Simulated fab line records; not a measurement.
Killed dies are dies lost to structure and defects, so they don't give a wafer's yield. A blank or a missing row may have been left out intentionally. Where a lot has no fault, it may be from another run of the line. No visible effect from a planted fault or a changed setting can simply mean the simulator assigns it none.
fab line records + flow nandHarc
record:
- lots: 14
- wafers: 42
- lastDay: 33
route steps=1302 shown P_BONDPAD@370 A_SOURCE_PLATE@420 A_ONON_D1@428 END@1302
lots that met no fault: taken from a fault-free run of the same line
startH: the number of hours between the record's first day and the start of the first shown wafer of the lot + waitH: hours since the lot's step before + " identical to the entry in the row above + L1.1+2: several wafers, shown together as one row + - no value, or no start given + * or withheld: withheld + < > ~ a bound
route shown NAME@n: NAME is a module with steps in the file, n the number in the route of the first one + usual: the fault-free wafers' mean and standard deviation + same: alike in all rows + chamber/n: place in a boat + sites: the reading at each site + _std_site: standard deviation across them + _edge_site: outer sites' mean less inner sites' + radiusMm: for every site, how far away it sits from the centre of the wafer + mask NAME#n: copy n + behind: the most recent tool/chamber to have shaped the wafer + hold: why the lot went on hold/how many hours it stayed there/how the hold came to an end + device: names the non-switching transistor (n, p or np) + end of line: tests run on the same wafers once the route is complete + step lacking rows: just its recipe + killed: not the wafer's yield, but the dies lost to structure and defects at the first sort + map: shows each die of a wafer: x if killed, . if not, _ if none is there
set.NAME: the run value of the setting; set.NAME@STEP: its run value at that earlier step + model.NAME: the simulator's own value behind a step, which no gauge read
steps of the route over a sample of lots; a table a step, a row a wafer
services: the hour from which a tool's chamber was out of use, counted from the record's first day as startH (under 0 if before that day), plus the number of hours and why
== steps ==
step: NHARC_P_BONDPAD_CD_MEAS_13
usual:
- cdNm: 499.5/2.1
| lot.wafer | tool     | chamber | startH | waitH | cdNm  |
|-----------|----------|---------|--------|-------|-------|
| L325.3    | cdSem-02 | -       | 132.90 | -     | 501.3 |
| L325.4    | "        | -       | "      | "     | 501.5 |
| L325.5    | "        | -       | "      | "     | 498.2 |
| L326.1    | cdSem-02 | -       | 149.43 | -     | 498.4 |
| L326.2    | "        | -       | "      | "     | 499.2 |
| L326.5    | "        | -       | "      | "     | 497.3 |
| L328.1    | cdSem-02 | -       | 167.31 | -     | 500.5 |
| L328.4    | "        | -       | "      | "     | 497.0 |
| L328.5    | "        | -       | "      | "     | 500.4 |
| L329.3    | cdSem-01 | -       | 172.84 | -     | 499.1 |
| L329.5    | "        | -       | "      | "     | 499.7 |
| L329.6    | "        | -       | "      | "     | 499.0 |
| L330.4    | cdSem-02 | -       | 192.80 | -     | 499.3 |
| L330.5    | "        | -       | "      | "     | 498.1 |
| L330.6    | "        | -       | "      | "     | 503.4 |
| L332.1    | cdSem-03 | -       | 209.70 | -     | 497.1 |
| L332.4    | "        | -       | "      | "     | 499.8 |
| L332.5    | "        | -       | "      | "     | 501.2 |
| L338.3    | cdSem-03 | -       | 264.29 | -     | 499.8 |
| L338.4    | "        | -       | "      | "     | 499.2 |
| L338.6    | "        | -       | "      | "     | 495.6 |
| L339.4    | cdSem-01 | -       | 282.51 | -     | 499.6 |
| L339.5    | "        | -       | "      | "     | 498.1 |
| L339.6    | "        | -       | "      | "     | 500.0 |
| L340.1    | cdSem-01 | -       | 285.81 | -     | 493.6 |
| L340.2    | "        | -       | "      | "     | 499.2 |
| L340.4    | "        | -       | "      | "     | 495.8 |
| L342.1    | cdSem-03 | -       | 317.84 | -     | 497.9 |
| L342.4    | "        | -       | "      | "     | 498.9 |
| L342.5    | "        | -       | "      | "     | 499.1 |
| L344.1    | cdSem-01 | -       | 329.73 | -     | 500.7 |
| L344.4    | "        | -       | "      | "     | 498.5 |
| L344.5    | "        | -       | "      | "     | 500.2 |
| L346.2    | cdSem-01 | -       | 341.40 | -     | 504.4 |
| L346.4    | "        | -       | "      | "     | 500.7 |
| L346.6    | "        | -       | "      | "     | 502.5 |
| L348.1    | cdSem-01 | -       | 357.72 | -     | 497.5 |
| L348.2    | "        | -       | "      | "     | 499.5 |
| L348.6    | "        | -       | "      | "     | 498.7 |
| L347.1    | cdSem-01 | -       | 358.34 | -     | 497.9 |
| L347.2    | "        | -       | "      | "     | 503.0 |
| L347.5    | "        | -       | "      | "     | 498.1 |
step: NHARC_P_BONDPAD_INSPECT_23
usual:
- rawDefectCount: 317/110
| lot.wafer | tool             | chamber | startH | waitH | rawDefectCount |
|-----------|------------------|---------|--------|-------|----------------|
| L325.3    | defectInspect-02 | -       | 135.15 | 0.0   | 351            |
| L325.4    | "                | -       | "      | "     | 464            |
| L325.5    | "                | -       | "      | "     | 292            |
| L326.1    | defectInspect-01 | -       | 151.65 | 0.0   | 190            |
| L326.2    | "                | -       | "      | "     | 238            |
| L326.5    | "                | -       | "      | "     | 429            |
| L328.1    | defectInspect-02 | -       | 169.54 | 0.0   | 262            |
| L328.4    | "                | -       | "      | "     | 318            |
| L328.5    | "                | -       | "      | "     | 336            |
| L329.3    | defectInspect-01 | -       | 175.12 | 0.0   | 322            |
| L329.5    | "                | -       | "      | "     | 379            |
| L329.6    | "                | -       | "      | "     | 436            |
| L330.4    | defectInspect-01 | -       | 195.06 | 0.0   | 278            |
| L330.5    | "                | -       | "      | "     | 243            |
| L330.6    | "                | -       | "      | "     | 432            |
| L332.1    | defectInspect-02 | -       | 211.94 | 0.0   | 231            |
| L332.4    | "                | -       | "      | "     | 297            |
| L332.5    | "                | -       | "      | "     | 217            |
| L338.3    | defectInspect-02 | -       | 266.54 | 0.0   | 485            |
| L338.4    | "                | -       | "      | "     | 318            |
| L338.6    | "                | -       | "      | "     | 233            |
| L339.4    | defectInspect-02 | -       | 284.79 | 0.0   | 227            |
| L339.5    | "                | -       | "      | "     | 346            |
| L339.6    | "                | -       | "      | "     | 254            |
| L340.1    | defectInspect-01 | -       | 288.08 | 0.0   | 368            |
| L340.2    | "                | -       | "      | "     | 326            |
| L340.4    | "                | -       | "      | "     | 306            |
| L342.1    | defectInspect-02 | -       | 320.13 | 0.0   | 261            |
| L342.4    | "                | -       | "      | "     | 325            |
| L342.5    | "                | -       | "      | "     | 347            |
| L344.1    | defectInspect-02 | -       | 332.06 | 0.0   | 335            |
| L344.4    | "                | -       | "      | "     | 284            |
| L344.5    | "                | -       | "      | "     | 348            |
| L346.2    | defectInspect-02 | -       | 343.65 | 0.0   | 301            |
| L346.4    | "                | -       | "      | "     | 305            |
| L346.6    | "                | -       | "      | "     | 281            |
| L348.1    | defectInspect-02 | -       | 359.98 | 0.0   | 1036           |
| L348.2    | "                | -       | "      | "     | 483            |
| L348.6    | "                | -       | "      | "     | 653            |
| L347.1    | defectInspect-02 | -       | 360.91 | 0.0   | 168            |
| L347.2    | "                | -       | "      | "     | 138            |
| L347.5    | "                | -       | "      | "     | 251            |
step: NHARC_A_SOURCE_PLATE_THK_MEAS_06
recipe:
- thkMeasGauge: ellipsometry
usual:
- thkNm: 200.4/1.9
| lot.wafer | tool         | chamber | startH | waitH | thkNm |
|-----------|--------------|---------|--------|-------|-------|
| L325.3    | filmMetro-01 | -       | 155.56 | 0.4   | 199.0 |
| L325.4    | "            | -       | "      | "     | 197.7 |
| L325.5    | "            | -       | "      | "     | 199.9 |
| L326.1    | filmMetro-02 | -       | 174.22 | 0.4   | 201.8 |
| L326.2    | "            | -       | "      | "     | 201.3 |
| L326.5    | "            | -       | "      | "     | 200.9 |
| L328.1    | filmMetro-01 | -       | 192.82 | 0.4   | 203.0 |
| L328.4    | "            | -       | "      | "     | 201.9 |
| L328.5    | "            | -       | "      | "     | 200.3 |
| L329.3    | filmMetro-02 | -       | 198.16 | 0.4   | 202.0 |
| L329.5    | "            | -       | "      | "     | 203.9 |
| L329.6    | "            | -       | "      | "     | 201.3 |
| L330.4    | filmMetro-01 | -       | 216.23 | 0.4   | 199.9 |
| L330.5    | "            | -       | "      | "     | 200.6 |
| L330.6    | "            | -       | "      | "     | 200.3 |
| L332.1    | filmMetro-02 | -       | 234.50 | 0.4   | 201.0 |
| L332.4    | "            | -       | "      | "     | 199.9 |
| L332.5    | "            | -       | "      | "     | 201.2 |
| L338.3    | filmMetro-02 | -       | 290.84 | 0.4   | 202.9 |
| L338.4    | "            | -       | "      | "     | 200.6 |
| L338.6    | "            | -       | "      | "     | 200.3 |
| L339.4    | filmMetro-01 | -       | 307.61 | 0.4   | 197.5 |
| L339.5    | "            | -       | "      | "     | 199.5 |
| L339.6    | "            | -       | "      | "     | 199.6 |
| L340.1    | filmMetro-01 | -       | 312.88 | 0.4   | 201.1 |
| L340.2    | "            | -       | "      | "     | 200.4 |
| L340.4    | "            | -       | "      | "     | 199.5 |
| L342.1    | filmMetro-01 | -       | 344.27 | 0.4   | 198.7 |
| L342.4    | "            | -       | "      | "     | 202.6 |
| L342.5    | "            | -       | "      | "     | 197.9 |
| L344.1    | filmMetro-01 | -       | 358.39 | 0.4   | 199.5 |
| L344.4    | "            | -       | "      | "     | 202.9 |
| L344.5    | "            | -       | "      | "     | 202.2 |
| L346.2    | filmMetro-01 | -       | 373.59 | 0.4   | 199.2 |
| L346.4    | "            | -       | "      | "     | 200.4 |
| L346.6    | "            | -       | "      | "     | 197.7 |
| L348.1    | filmMetro-02 | -       | 388.87 | 0.4   | 199.6 |
| L348.2    | "            | -       | "      | "     | 199.6 |
| L348.6    | "            | -       | "      | "     | 199.0 |
| L347.1    | filmMetro-02 | -       | 388.88 | 0.4   | 200.6 |
| L347.2    | "            | -       | "      | "     | 202.2 |
| L347.5    | "            | -       | "      | "     | 200.3 |
step: NHARC_A_ONON_D1_DEP_06
recipe:
- targetThkA: 10000
- n2FlowSccm: 2750
- n2oFlowSccm: 2000
- nh3FlowSccm: 500
- sih4FlowSccm: 210
- tempC: 400
| lot.wafer  | tool         | chamber | startH | waitH |
|------------|--------------|---------|--------|-------|
| L325.3+4+5 | pecvdOnon-02 | 0       | 156.93 | 0.2   |
| L326.1+2+5 | pecvdOnon-02 | 0       | 175.50 | 0.1   |
| L328.1+4+5 | pecvdOnon-01 | 0       | 194.08 | 0.1   |
| L329.3+5+6 | pecvdOnon-01 | 0       | 199.54 | 0.2   |
| L330.4+5+6 | pecvdOnon-01 | 0       | 217.66 | 0.2   |
| L332.1+4+5 | pecvdOnon-01 | 0       | 235.77 | 0.1   |
| L338.3+4+6 | pecvdOnon-02 | 0       | 292.24 | 0.2   |
| L339.4+5+6 | pecvdOnon-01 | 0       | 309.09 | 0.2   |
| L340.1+2+4 | pecvdOnon-01 | 0       | 314.18 | 0.1   |
| L342.1+4+5 | pecvdOnon-01 | 0       | 345.58 | 0.1   |
| L344.1+4+5 | pecvdOnon-04 | 0       | 359.66 | 0.1   |
| L346.2+4+6 | pecvdOnon-01 | 0       | 374.92 | 0.1   |
| L348.1+2+6 | pecvdOnon-01 | 0       | 390.13 | 0.1   |
| L347.1+2+5 | pecvdOnon-02 | 0       | 390.14 | 0.1   |
step: NHARC_A_ONON_D1_THK_MEAS_08
recipe:
- thkMeasGauge: ellipsometry
usual:
- thkNm: 1002/8.5
| lot.wafer | tool         | chamber | startH | waitH | thkNm |
|-----------|--------------|---------|--------|-------|-------|
| L325.3    | filmMetro-01 | -       | 157.33 | -     | 986   |
| L325.4    | "            | -       | "      | "     | 985   |
| L325.5    | "            | -       | "      | "     | 985   |
| L326.1    | filmMetro-01 | -       | 176.02 | -     | 999   |
| L326.2    | "            | -       | "      | "     | 998   |
| L326.5    | "            | -       | "      | "     | 998   |
| L328.1    | filmMetro-01 | -       | 194.59 | -     | 1002  |
| L328.4    | "            | -       | "      | "     | 1001  |
| L328.5    | "            | -       | "      | "     | 1003  |
| L329.3    | filmMetro-02 | -       | 199.94 | -     | 1002  |
| L329.5    | "            | -       | "      | "     | 1001  |
| L329.6    | "            | -       | "      | "     | 1458  |
| L330.4    | filmMetro-01 | -       | 218.00 | -     | 1019  |
| L330.5    | "            | -       | "      | "     | 1019  |
| L330.6    | "            | -       | "      | "     | 1476  |
| L332.1    | filmMetro-02 | -       | 236.29 | -     | 1454  |
| L332.4    | "            | -       | "      | "     | 1000  |
| L332.5    | "            | -       | "      | "     | 1001  |
| L338.3    | filmMetro-01 | -       | 292.63 | -     | 1006  |
| L338.4    | "            | -       | "      | "     | 1006  |
| L338.6    | "            | -       | "      | "     | 1005  |
| L339.4    | filmMetro-01 | -       | 309.43 | -     | 1003  |
| L339.5    | "            | -       | "      | "     | 1002  |
| L339.6    | "            | -       | "      | "     | 1002  |
| L340.1    | filmMetro-01 | -       | 314.69 | -     | 1003  |
| L340.2    | "            | -       | "      | "     | 1004  |
| L340.4    | "            | -       | "      | "     | 1005  |
| L342.1    | filmMetro-01 | -       | 346.09 | -     | 1010  |
| L342.4    | "            | -       | "      | "     | 1009  |
| L342.5    | "            | -       | "      | "     | 1010  |
| L344.1    | filmMetro-01 | -       | 360.17 | -     | 991   |
| L344.4    | "            | -       | "      | "     | 994   |
| L344.5    | "            | -       | "      | "     | 992   |
| L346.2    | filmMetro-01 | -       | 375.37 | -     | 1003  |
| L346.4    | "            | -       | "      | "     | 1004  |
| L346.6    | "            | -       | "      | "     | 1002  |
| L348.1    | filmMetro-02 | -       | 390.65 | -     | 995   |
| L348.2    | "            | -       | "      | "     | 994   |
| L348.6    | "            | -       | "      | "     | 994   |
| L347.1    | filmMetro-02 | -       | 390.66 | -     | 1020  |
| L347.2    | "            | -       | "      | "     | 1020  |
| L347.5    | "            | -       | "      | "     | 1018  |
step: NHARC_END_SORT_01
recipe:
- tempC: 25
usual:
- killedAtArray: 57/20
- killedAtOther: 1.0/1.5
- killedAtPeriphery: 3.5/2.5
- killedDies: 62/21
- killedOpen: 3.5/1.9
- killedShort: 2.4/1.6
same:
- grossDies: 677
| lot.wafer | tool      | chamber | startH | waitH | killedAtArray | killedAtOther | killedAtPeriphery | killedDies | killedOpen | killedShort |
|-----------|-----------|---------|--------|-------|---------------|---------------|-------------------|------------|------------|-------------|
| L329.3    | prober-01 | 0       | 606.66 | 3.1   | 53            | 0             | 3                 | 56         | 2          | 3           |
| L329.5    | prober-01 | 0       | 608.27 | 3.7   | 49            | 0             | 2                 | 51         | 6          | 0           |
| L329.6    | prober-01 | 0       | 609.07 | 4.0   | 675           | 0             | 2                 | 677        | 1          | 1           |
| L330.4    | prober-02 | 0       | 628.98 | 3.4   | 71            | 1             | 6                 | 78         | 2          | 1           |
| L330.5    | prober-02 | 0       | 629.76 | 3.7   | 61            | 0             | 3                 | 64         | 3          | 3           |
| L330.6    | prober-02 | 0       | 630.55 | 3.9   | 669           | 1             | 7                 | 677        | 3          | 2           |
| L332.1    | prober-02 | 0       | 642.20 | 2.5   | 675           | 1             | 1                 | 677        | 4          | 3           |
| L332.4    | prober-02 | 0       | 644.62 | 3.4   | 48            | 1             | 4                 | 53         | 6          | 6           |
| L332.5    | prober-02 | 0       | 645.42 | 3.7   | 53            | 0             | 3                 | 56         | 8          | 3           |
killed by level:class
L329.3 A_CHANNEL_HOLE_D2:chamberFilmFlake=35 A_CONTACT:chamberFilmFlake=7 A_CHANNEL_FILL_D2:chamberFilmFlake=3 A_DECK1_JOINT:geometricParticle:short=2 A_CHANNEL_HOLE_D1:chamberFilmFlake=2 A_SGD_CUT:geometricParticle:open=1 A_WL_FILL:geometricParticle:short=1 A_CONTACT:geometricParticle:open=1
L329.5 A_CHANNEL_HOLE_D2:chamberFilmFlake=29 A_CONTACT:chamberFilmFlake=7 A_CHANNEL_HOLE_D1:chamberFilmFlake=4 A_WL_FILL:chamberFilmFlake=2 P_CONTACT:geometricParticle:open=1 A_ONON_D1:geometricParticle:open=1 A_DECK1_JOINT:geometricParticle:open=1 A_ONON_D2:geometricParticle:open=1
L329.6 A_ONON_D1:areaDep=642 A_CHANNEL_HOLE_D2:chamberFilmFlake=21 A_CONTACT:chamberFilmFlake=4 A_WL_FILL:chamberFilmFlake=3 A_CHANNEL_HOLE_D1:chamberFilmFlake=2 A_SLIT:chamberFilmFlake=2 P_M0:geometricParticle:open=1 A_ONON_D1:geometricParticle:short=1
L330.4 A_CHANNEL_HOLE_D2:chamberFilmFlake=33 A_SLIT:chamberFilmFlake=29 P_ZERO_WELL:chamberFilmFlake=3 A_CONTACT:chamberFilmFlake=3 P_GATE:chamberFilmFlake=2 A_CHANNEL_HOLE_D1:chamberFilmFlake=2 A_SOURCE_PLATE:geometricParticle:open=1 A_SOURCE_PLATE:geometricParticle:short=1
L330.5 A_SLIT:chamberFilmFlake=26 A_CHANNEL_HOLE_D2:chamberFilmFlake=25 P_CONTACT:chamberFilmFlake=2 A_CHANNEL_HOLE_D1:chamberFilmFlake=2 A_ONON_D1:geometricParticle:open=1 A_CHANNEL_FILL_D1:geometricParticle:open=1 A_CHANNEL_FILL_D1:geometricParticle:short=1 A_CHANNEL_FILL_D2:geometricParticle:open=1
L330.6 A_ONON_D1:areaDep=598 A_CHANNEL_HOLE_D2:chamberFilmFlake=32 A_SLIT:chamberFilmFlake=28 P_STI:chamberFilmFlake=3 A_CONTACT:chamberFilmFlake=3 A_CHANNEL_HOLE_D1:chamberFilmFlake=2 A_DECK1_JOINT:chamberFilmFlake=2 P_GATE:geometricParticle:open=1
L332.1 A_ONON_D1:areaDep=628 A_CHANNEL_HOLE_D1:chamberFilmFlake=25 A_CHANNEL_HOLE_D2:chamberFilmFlake=14 A_CHANNEL_FILL_D2:geometricParticle:short=2 P_M1:geometricParticle:open=1 A_SOURCE_PLATE:geometricParticle:short=1 A_ONON_D1:geometricParticle:open=1 A_CHANNEL_FILL_D2:geometricParticle:open=1
L332.4 A_CHANNEL_HOLE_D1:chamberFilmFlake=28 A_CHANNEL_HOLE_D2:chamberFilmFlake=7 A_CHANNEL_FILL_D1:geometricParticle:short=2 A_ONON_D2:geometricParticle:open=2 A_CHANNEL_FILL_D2:geometricParticle:short=2 A_CONTACT:chamberFilmFlake=2 P_STI:geometricParticle:short=1 P_M0:geometricParticle:open=1
L332.5 A_CHANNEL_HOLE_D1:chamberFilmFlake=29 A_CHANNEL_HOLE_D2:chamberFilmFlake=9 A_DECK1_JOINT:geometricParticle:open=2 A_ONON_D2:geometricParticle:open=2 P_STI:chamberFilmFlake=2 A_STAIRCASE:chamberFilmFlake=2 P_CONTACT:geometricParticle:open=1 A_ONON_D1:geometricParticle:short=1
== services ==
| tool         | chamber | startH | hours | kind |
|--------------|---------|--------|-------|------|
| pecvdOnon-02 | -       | 185.28 | 13.0  | pm   |
| pecvdOnon-01 | -       | 269.02 | 13.0  | pm   |
| pecvdOnon-04 | -       | 311.14 | 13.0  | pm   |
| pecvdOnon-02 | -       | 366.28 | 13.0  | pm   |
== key ==
firstSign:
- step: NHARC_A_ONON_D1_THK_MEAS_08
- reading: thkNm
- direction: up
- sigmas: 54
- usual: 1002
- struck: 1462
effect:
- step: NHARC_END_SORT_01
- reading: killedAtArray
- direction: up
- sigmas: 30
- usual: 57
- struck: 673
moreKillsBornAt:
- NHARC_A_ONON_D1_DEP_06@pecvdOnon-01: 1868
metAt NHARC_A_ONON_D1_DEP_06
struckLots L329,L330,L332
struckWafers L329.6,L330.6,L332.1
laterRowsLeftOut L329.6,L330.6,L332.1
testerLeftOut L329,L330,L332
notActingAt NHARC_P_BONDPAD_CD_MEAS_13,NHARC_P_BONDPAD_INSPECT_23,NHARC_A_SOURCE_PLATE_THK_MEAS_06
onsetBetween 194.08 199.54
fault:
- kind: processParameterDrift
- tool: pecvdOnon-01
- chamber: -
- onsetH: 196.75
- steps: NHARC_A_ONON_D1_DEP_06
- channel: targetThkA
- offset: *
- shape: step
- endH: 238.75
- scope: struckWafersOnly
- actsIn: *
- stated: *
testerLeftOut: of these lots the tester's yield and bins aren't shown, on N5 and GAA mostly nor the transistor test; their killed dies are dies lost to structure and defects alone, not to doping, threshold or leakage, so they don't give the yield
laterRowsLeftOut: the simulator's readings of these wafers behind a module that went badly wrong aren't trusted and aren't shown, but for the sort
